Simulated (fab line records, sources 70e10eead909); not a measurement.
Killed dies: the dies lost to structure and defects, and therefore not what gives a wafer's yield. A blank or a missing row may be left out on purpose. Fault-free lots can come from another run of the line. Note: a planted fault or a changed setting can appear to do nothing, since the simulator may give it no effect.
Which tool is to blame? || flow nand-harc || Sampling: 13 lots, 39 wafers, 4 of 1159 route steps

## WHAT THE GAUGES READ, wafer by wafer
The record lacks any reading of a measuring or inspecting step that a usual standard deviation could be used to judge.

## WHAT TOOL EACH LOT RAN ON (gives the tool, then ch and the chambers of the sampled wafers, and finally the start)
{"lot": "L461", "NHARC_P_M2_DEGAS_29": "pvd-sputter-03, day 6 15:14", "NHARC_P_BONDPAD_ETCH_12": "rie-diel-04 ch 1,2, day 6 18:59", "NHARC_P_BONDPAD_PRE_CLEAN_26": "pvd-sputter-01, no start", "NHARC_P_BONDPAD_PVD_17": "pvd-sputter-01, no start"}
{"lot": "L462", "NHARC_P_M2_DEGAS_29": "pvd-sputter-01, day 6 20:46", "NHARC_P_BONDPAD_ETCH_12": "rie-diel-04 ch 1,2,3, day 7 00:29", "NHARC_P_BONDPAD_PRE_CLEAN_26": "pvd-sputter-03, no start", "NHARC_P_BONDPAD_PVD_17": "pvd-sputter-03, no start"}
{"lot": "L463", "NHARC_P_M2_DEGAS_29": "pvd-sputter-03, day 6 21:36", "NHARC_P_BONDPAD_ETCH_12": "rie-diel-04 ch 0,1,2, day 7 01:35", "NHARC_P_BONDPAD_PRE_CLEAN_26": "pvd-sputter-03, no start", "NHARC_P_BONDPAD_PVD_17": "pvd-sputter-03, no start"}
{"lot": "L466", "NHARC_P_M2_DEGAS_29": "pvd-sputter-01, day 7 04:00", "NHARC_P_BONDPAD_ETCH_12": "rie-diel-04 ch 0,3, day 7 07:43", "NHARC_P_BONDPAD_PRE_CLEAN_26": "pvd-sputter-03, no start", "NHARC_P_BONDPAD_PVD_17": "pvd-sputter-03, no start"}
{"lot": "L464", "NHARC_P_M2_DEGAS_29": "pvd-sputter-02, day 7 11:29", "NHARC_P_BONDPAD_ETCH_12": "rie-diel-04 ch 0,1, day 7 15:13", "NHARC_P_BONDPAD_PRE_CLEAN_26": "pvd-sputter-03, no start", "NHARC_P_BONDPAD_PVD_17": "pvd-sputter-03, no start"}
{"lot": "L467", "NHARC_P_M2_DEGAS_29": "pvd-sputter-02, day 7 20:28", "NHARC_P_BONDPAD_ETCH_12": "rie-diel-04 ch 0,1,2, day 8 00:14", "NHARC_P_BONDPAD_PRE_CLEAN_26": "pvd-sputter-03, no start", "NHARC_P_BONDPAD_PVD_17": "pvd-sputter-03, no start"}
{"lot": "L468", "NHARC_P_M2_DEGAS_29": "pvd-sputter-02, day 7 21:07", "NHARC_P_BONDPAD_ETCH_12": "rie-diel-04 ch 0,1,2, day 8 00:52", "NHARC_P_BONDPAD_PRE_CLEAN_26": "pvd-sputter-03, no start", "NHARC_P_BONDPAD_PVD_17": "pvd-sputter-03, no start"}
{"lot": "L470", "NHARC_P_M2_DEGAS_29": "pvd-sputter-03, day 8 06:33", "NHARC_P_BONDPAD_ETCH_12": "rie-diel-04 ch 0,1,3, day 8 10:36", "NHARC_P_BONDPAD_PRE_CLEAN_26": "pvd-sputter-03, no start", "NHARC_P_BONDPAD_PVD_17": "pvd-sputter-03, no start"}
{"lot": "L471", "NHARC_P_M2_DEGAS_29": "pvd-sputter-03, day 8 07:44", "NHARC_P_BONDPAD_ETCH_12": "rie-diel-04 ch 0,3, day 8 12:10", "NHARC_P_BONDPAD_PRE_CLEAN_26": "pvd-sputter-03, no start", "NHARC_P_BONDPAD_PVD_17": "pvd-sputter-03, no start"}
{"lot": "L469", "NHARC_P_M2_DEGAS_29": "pvd-sputter-03, day 8 09:25", "NHARC_P_BONDPAD_ETCH_12": "rie-diel-09 ch 0,3, day 8 13:16", "NHARC_P_BONDPAD_PRE_CLEAN_26": "pvd-sputter-03, no start", "NHARC_P_BONDPAD_PVD_17": "pvd-sputter-03, no start"}
{"lot": "L480", "NHARC_P_M2_DEGAS_29": "pvd-sputter-02, day 11 01:02", "NHARC_P_BONDPAD_ETCH_12": "rie-diel-10 ch 0,2, day 11 05:01", "NHARC_P_BONDPAD_PRE_CLEAN_26": "pvd-sputter-01, no start", "NHARC_P_BONDPAD_PVD_17": "pvd-sputter-01, no start"}
{"lot": "L481", "NHARC_P_M2_DEGAS_29": "pvd-sputter-03, day 11 08:15", "NHARC_P_BONDPAD_ETCH_12": "rie-diel-09 ch 0,2,3, day 11 12:13", "NHARC_P_BONDPAD_PRE_CLEAN_26": "pvd-sputter-03, no start", "NHARC_P_BONDPAD_PVD_17": "pvd-sputter-03, no start"}
{"lot": "L482", "NHARC_P_M2_DEGAS_29": "pvd-sputter-03, day 11 08:52", "NHARC_P_BONDPAD_ETCH_12": "rie-diel-09 ch 0,3, day 11 12:47", "NHARC_P_BONDPAD_PRE_CLEAN_26": "pvd-sputter-03, no start", "NHARC_P_BONDPAD_PVD_17": "pvd-sputter-03, no start"}
- NHARC_P_M2_DEGAS_29: time 60 s.
- NHARC_P_BONDPAD_ETCH_12: etches the open film in CHF3/O2, target depth 200 nm, time 100 s.
- NHARC_P_BONDPAD_PRE_CLEAN_26: time 30 s.
- NHARC_P_BONDPAD_PVD_17: deposits TaN, target thk 5 nm, time 8.06 s.

## AS READ BY THE TOOLS THEMSELVES (means over the sampled wafers that have a number; for cases with no such wafer, the mark the record gives instead)
NHARC_P_M2_DEGAS_29. Usual: 333 W for heater-power-w, sd 39.
{"lot": "L461", "tool": "pvd-sputter-03", "heater-power-w (W)": 336, "flag": ""}
{"lot": "L462", "tool": "pvd-sputter-01", "heater-power-w (W)": 308, "flag": ""}
{"lot": "L463", "tool": "pvd-sputter-03", "heater-power-w (W)": 347, "flag": ""}
{"lot": "L466", "tool": "pvd-sputter-01", "heater-power-w (W)": 347, "flag": ""}
{"lot": "L464", "tool": "pvd-sputter-02", "heater-power-w (W)": 318, "flag": ""}
{"lot": "L467", "tool": "pvd-sputter-02", "heater-power-w (W)": 333, "flag": ""}
{"lot": "L468", "tool": "pvd-sputter-02", "heater-power-w (W)": 261, "flag": ""}
{"lot": "L470", "tool": "pvd-sputter-03", "heater-power-w (W)": 366, "flag": ""}
{"lot": "L471", "tool": "pvd-sputter-03", "heater-power-w (W)": 361, "flag": ""}
{"lot": "L469", "tool": "pvd-sputter-03", "heater-power-w (W)": 327, "flag": ""}
{"lot": "L480", "tool": "pvd-sputter-02", "heater-power-w (W)": 330, "flag": ""}
{"lot": "L481", "tool": "pvd-sputter-03", "heater-power-w (W)": 345, "flag": ""}
{"lot": "L482", "tool": "pvd-sputter-03", "heater-power-w (W)": 314, "flag": ""}

NHARC_P_BONDPAD_ETCH_12. Usual: chf3-flow-sccm 50.00 sccm, standard deviation 0.17; drypump-motor-current-A 5.7 A, standard deviation 0.39; oes-product-au 0.943 a.u., standard deviation 0.024; rf-vpp-V 370.3 V, standard deviation 2.4; showerhead-plenum-p-Torr 2.39 Torr, standard deviation 0.11; throttle-valve-pct 20.572 %, standard deviation 0.0088.
{"lot": "L461", "tool": "rie-diel-04", "chf3-flow-sccm (sccm)": 50.02, "drypump-motor-current-A (A)": 5.8, "oes-product-au (a.u.)": 0.979, "rf-vpp-V (V)": 370.0, "showerhead-plenum-p-Torr (Torr)": 2.37, "throttle-valve-pct (%)": 20.570, "flag": ""}
{"lot": "L462", "tool": "rie-diel-04", "chf3-flow-sccm (sccm)": 49.85, "drypump-motor-current-A (A)": 5.7, "oes-product-au (a.u.)": 0.973, "rf-vpp-V (V)": 370.1, "showerhead-plenum-p-Torr (Torr)": 2.36, "throttle-valve-pct (%)": 20.584, "flag": ""}
{"lot": "L463", "tool": "rie-diel-04", "chf3-flow-sccm (sccm)": 50.03, "drypump-motor-current-A (A)": 5.9, "oes-product-au (a.u.)": 0.923, "rf-vpp-V (V)": 371.8, "showerhead-plenum-p-Torr (Torr)": 2.45, "throttle-valve-pct (%)": 20.574, "flag": ""}
{"lot": "L466", "tool": "rie-diel-04", "chf3-flow-sccm (sccm)": 49.93, "drypump-motor-current-A (A)": 5.8, "oes-product-au (a.u.)": 0.919, "rf-vpp-V (V)": 369.6, "showerhead-plenum-p-Torr (Torr)": 2.35, "throttle-valve-pct (%)": 20.571, "flag": ""}
{"lot": "L464", "tool": "rie-diel-04", "chf3-flow-sccm (sccm)": 49.78, "drypump-motor-current-A (A)": 6.0, "oes-product-au (a.u.)": 0.977, "rf-vpp-V (V)": 373.3, "showerhead-plenum-p-Torr (Torr)": 2.52, "throttle-valve-pct (%)": 20.572, "flag": ""}
{"lot": "L467", "tool": "rie-diel-04", "chf3-flow-sccm (sccm)": 49.79, "drypump-motor-current-A (A)": 5.9, "oes-product-au (a.u.)": 0.979, "rf-vpp-V (V)": 371.5, "showerhead-plenum-p-Torr (Torr)": 2.44, "throttle-valve-pct (%)": 20.571, "flag": ""}
{"lot": "L468", "tool": "rie-diel-04", "chf3-flow-sccm (sccm)": 50.10, "drypump-motor-current-A (A)": 5.9, "oes-product-au (a.u.)": 0.933, "rf-vpp-V (V)": 371.5, "showerhead-plenum-p-Torr (Torr)": 2.44, "throttle-valve-pct (%)": 20.573, "flag": ""}
{"lot": "L470", "tool": "rie-diel-04", "chf3-flow-sccm (sccm)": 50.03, "drypump-motor-current-A (A)": 5.8, "oes-product-au (a.u.)": 0.902, "rf-vpp-V (V)": 371.3, "showerhead-plenum-p-Torr (Torr)": 2.43, "throttle-valve-pct (%)": 20.570, "flag": ""}
{"lot": "L471", "tool": "rie-diel-04", "chf3-flow-sccm (sccm)": 50.12, "drypump-motor-current-A (A)": 5.8, "oes-product-au (a.u.)": 0.897, "rf-vpp-V (V)": 369.5, "showerhead-plenum-p-Torr (Torr)": 2.35, "throttle-valve-pct (%)": 20.574, "flag": ""}
{"lot": "L469", "tool": "rie-diel-09", "chf3-flow-sccm (sccm)": 50.08, "drypump-motor-current-A (A)": 5.6, "oes-product-au (a.u.)": 0.916, "rf-vpp-V (V)": 368.2, "showerhead-plenum-p-Torr (Torr)": 2.31, "throttle-valve-pct (%)": 20.572, "flag": ""}
{"lot": "L480", "tool": "rie-diel-10", "chf3-flow-sccm (sccm)": 50.08, "drypump-motor-current-A (A)": 5.3, "oes-product-au (a.u.)": 0.963, "rf-vpp-V (V)": 370.4, "showerhead-plenum-p-Torr (Torr)": 2.39, "throttle-valve-pct (%)": 20.569, "flag": ""}
{"lot": "L481", "tool": "rie-diel-09", "chf3-flow-sccm (sccm)": 49.89, "drypump-motor-current-A (A)": 5.5, "oes-product-au (a.u.)": 0.920, "rf-vpp-V (V)": 369.5, "showerhead-plenum-p-Torr (Torr)": 2.35, "throttle-valve-pct (%)": 20.578, "flag": ""}
{"lot": "L482", "tool": "rie-diel-09", "chf3-flow-sccm (sccm)": 50.01, "drypump-motor-current-A (A)": 5.6, "oes-product-au (a.u.)": 0.952, "rf-vpp-V (V)": 368.4, "showerhead-plenum-p-Torr (Torr)": 2.33, "throttle-valve-pct (%)": 20.572, "flag": ""}

NHARC_P_BONDPAD_PRE_CLEAN_26. Usual: 411 W for heater-power-w, sd 48.
{"lot": "L461", "tool": "pvd-sputter-01", "heater-power-w (W)": 374, "flag": ""}
{"lot": "L462", "tool": "pvd-sputter-03", "heater-power-w (W)": 418, "flag": ""}
{"lot": "L463", "tool": "pvd-sputter-03", "heater-power-w (W)": 423, "flag": ""}
{"lot": "L466", "tool": "pvd-sputter-03", "heater-power-w (W)": 393, "flag": ""}
{"lot": "L464", "tool": "pvd-sputter-03", "heater-power-w (W)": 421, "flag": ""}
{"lot": "L467", "tool": "pvd-sputter-03", "heater-power-w (W)": 457, "flag": ""}
{"lot": "L468", "tool": "pvd-sputter-03", "heater-power-w (W)": 382, "flag": ""}
{"lot": "L470", "tool": "pvd-sputter-03", "heater-power-w (W)": 451, "flag": ""}
{"lot": "L471", "tool": "pvd-sputter-03", "heater-power-w (W)": 424, "flag": ""}
{"lot": "L469", "tool": "pvd-sputter-03", "heater-power-w (W)": 387, "flag": ""}
{"lot": "L480", "tool": "pvd-sputter-01", "heater-power-w (W)": 399, "flag": ""}
{"lot": "L481", "tool": "pvd-sputter-03", "heater-power-w (W)": 452, "flag": ""}
{"lot": "L482", "tool": "pvd-sputter-03", "heater-power-w (W)": 460, "flag": ""}

NHARC_P_BONDPAD_PVD_17. Usual: 29.6 % for throttle-valve-pct, sd 1.4.
{"lot": "L461", "tool": "pvd-sputter-01", "throttle-valve-pct (%)": 29.5, "flag": ""}
{"lot": "L462", "tool": "pvd-sputter-03", "throttle-valve-pct (%)": 30.3, "flag": ""}
{"lot": "L463", "tool": "pvd-sputter-03", "throttle-valve-pct (%)": 29.2, "flag": ""}
{"lot": "L466", "tool": "pvd-sputter-03", "throttle-valve-pct (%)": 29.8, "flag": ""}
{"lot": "L464", "tool": "pvd-sputter-03", "throttle-valve-pct (%)": 30.7, "flag": ""}
{"lot": "L467", "tool": "pvd-sputter-03", "throttle-valve-pct (%)": 31.0, "flag": ""}
{"lot": "L468", "tool": "pvd-sputter-03", "throttle-valve-pct (%)": 30.0, "flag": ""}
{"lot": "L470", "tool": "pvd-sputter-03", "throttle-valve-pct (%)": 30.2, "flag": ""}
{"lot": "L471", "tool": "pvd-sputter-03", "throttle-valve-pct (%)": 30.3, "flag": ""}
{"lot": "L469", "tool": "pvd-sputter-03", "throttle-valve-pct (%)": 28.6, "flag": ""}
{"lot": "L480", "tool": "pvd-sputter-01", "throttle-valve-pct (%)": 28.7, "flag": ""}
{"lot": "L481", "tool": "pvd-sputter-03", "throttle-valve-pct (%)": 30.3, "flag": ""}
{"lot": "L482", "tool": "pvd-sputter-03", "throttle-valve-pct (%)": 28.9, "flag": ""}

## THE ANSWER, worked out from the rows above alone
Rule: take the mean of a lot's wafers that have a number; if it is more than 3 standard deviations from the usual mean, the lot is off. Also off: a lot with no number at a reading for which 4 or more lots have one. All remaining lots with rows at the step are treated as sound. First the gauges in route order, then the tools' own readings, where a lot's mean is used as printed above. At the first step where some lot is off, the reading lying furthest off is the one used; lots without a number count as furthest.
Across all readings shown, no lot is off: no conclusion can be drawn from this.

## WHAT WAS PUT IN BY THE SIMULATOR
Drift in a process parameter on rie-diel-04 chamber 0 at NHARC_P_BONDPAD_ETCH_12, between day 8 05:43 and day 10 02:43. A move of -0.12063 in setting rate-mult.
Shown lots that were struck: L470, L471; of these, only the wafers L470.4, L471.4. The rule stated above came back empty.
